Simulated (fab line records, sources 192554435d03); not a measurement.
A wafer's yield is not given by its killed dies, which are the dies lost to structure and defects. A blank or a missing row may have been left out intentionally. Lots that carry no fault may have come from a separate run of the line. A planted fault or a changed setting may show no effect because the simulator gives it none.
A single fault, viewed from 2 desks ; flow n5 finfet ; numbers are kept per desk, each desk with only its own; the story behind them comes last

## FROM THE METROLOGY DESK
Lot by lot, what the gauges showed, no matter which tool ran the lot: averages of those sampled wafers that carry a number. Any lot whose mean is over 4 standard deviations away from the usual mean is out of limits and marked OUT; that distance is given in the brackets. 7 of its 12 readings are shown, namely those furthest out on some lot.
Columns: A = M1_ILD_THK at N5_BEOL_M1_THK_MEAS_01, usual 78.8 nm; B = DIBL_N at N5_BEOL_M4_RC_MEAS_101, usual 36.4 mV/V; C = DIBL_P at N5_BEOL_M4_RC_MEAS_101, usual 36.3 mV/V; D = IOFF_N at N5_BEOL_M4_RC_MEAS_101, usual 0.162 nA/um; E = SS_N at N5_BEOL_M4_RC_MEAS_101, usual 71.5 mV/dec; F = VT_N at N5_BEOL_M4_RC_MEAS_101, usual 249.3 mV; G = VT_P at N5_BEOL_M4_RC_MEAS_101, usual -249.9 mV
lot;first seen here;A;B;C;D;E;F;G
L567;day 6 04:04;79.5;37.7;35.7;0.160;71.6;250.2;-249.7
L568;day 6 07:36;78.9;36.9;36.1;0.170;71.4;247.9;-248.5
L569;day 6 20:20;78.9;35.8;36.0;0.149;71.9;252.6;-249.3
L570;day 7 03:03;78.6;37.4;38.5;0.176;71.8;248.7;-252.6
L572;day 7 13:57;79.3;-;-;-;-;-;-
L573;day 7 23:02;79.6;-;-;-;-;-;-
L575;day 8 06:36;79.2;35.7;36.5;0.166;71.7;247.7;-250.3
L578;day 9 06:53;79.1;37.3;37.6;0.186;71.7;246.5;-253.6
L581;day 9 16:06;79.8;35.1;35.4;0.160;70.9;246.8;-247.9
L582;day 10 00:02;77.3;37.2;36.6;0.156;71.9;248.3;-248.5
L583;day 10 06:55;78.3;36.1;36.6;0.145;71.0;252.9;-252.7
L584;day 10 15:57;79.0;38.9;37.4;0.195;72.5;248.1;-249.0
L586;day 11 14:28;78.5;36.3;34.4;0.159;71.5;250.6;-248.1
L589;day 11 18:22;77.8;35.6;34.7;0.145;71.2;249.4;-249.7
This desk's finding: nothing out of limits on any of the 14 lots.

## FOR THE TOOL OWNER'S DESK: rie diel-05
The tool's own readings at N5_BEOL_M1_ETCH_64 (etches SOC in N2/H2, target depth 75 nm, overetch 15 nm, time 112.5 s): means of the sampled wafers that have a number, for each lot that ran on this tool. Any lot whose mean is over 4 standard deviations away from the usual mean is out of limits and marked OUT; that distance is given in the brackets. 7 of its 9 readings are shown, namely those furthest out on some lot.
Columns: A = bias w at N5_BEOL_M1_ETCH_64, usual 150.0 W; B = drypump motor current A at N5_BEOL_M1_ETCH_64, usual 5.7 A; C = h2 flow sccm at N5_BEOL_M1_ETCH_64, usual 200.0 sccm; D = n2 flow sccm at N5_BEOL_M1_ETCH_64, usual 200.1 sccm; E = oes product au at N5_BEOL_M1_ETCH_64, usual 0.63 a.u.; F = showerhead plenum p Torr at N5_BEOL_M1_ETCH_64, usual 2.55 Torr; G = throttle valve pct at N5_BEOL_M1_ETCH_64, usual 17.77 %
lot;first seen here;A;B;C;D;E;F;G
L567;day 6 05:31;150.3;5.7;199.5;200.4;0.62;2.54;18.12
L568;day 6 08:50;150.0;5.5;199.7;200.3;0.59;2.52;18.13
L569;day 6 21:47;149.7;5.6;199.7;199.7;0.57;2.52;18.12
L583;day 10 07:56;149.8;5.1;200.0;200.2;0.65;2.57;17.49
This desk's finding: nothing out of limits on any of the 4 lots.

## BROUGHT TOGETHER
At the metrology desk, nothing out of limits was observed.
The tool owner's desk saw nothing out of limits.

## WHAT HAD BEEN PUT IN BY THE SIMULATOR
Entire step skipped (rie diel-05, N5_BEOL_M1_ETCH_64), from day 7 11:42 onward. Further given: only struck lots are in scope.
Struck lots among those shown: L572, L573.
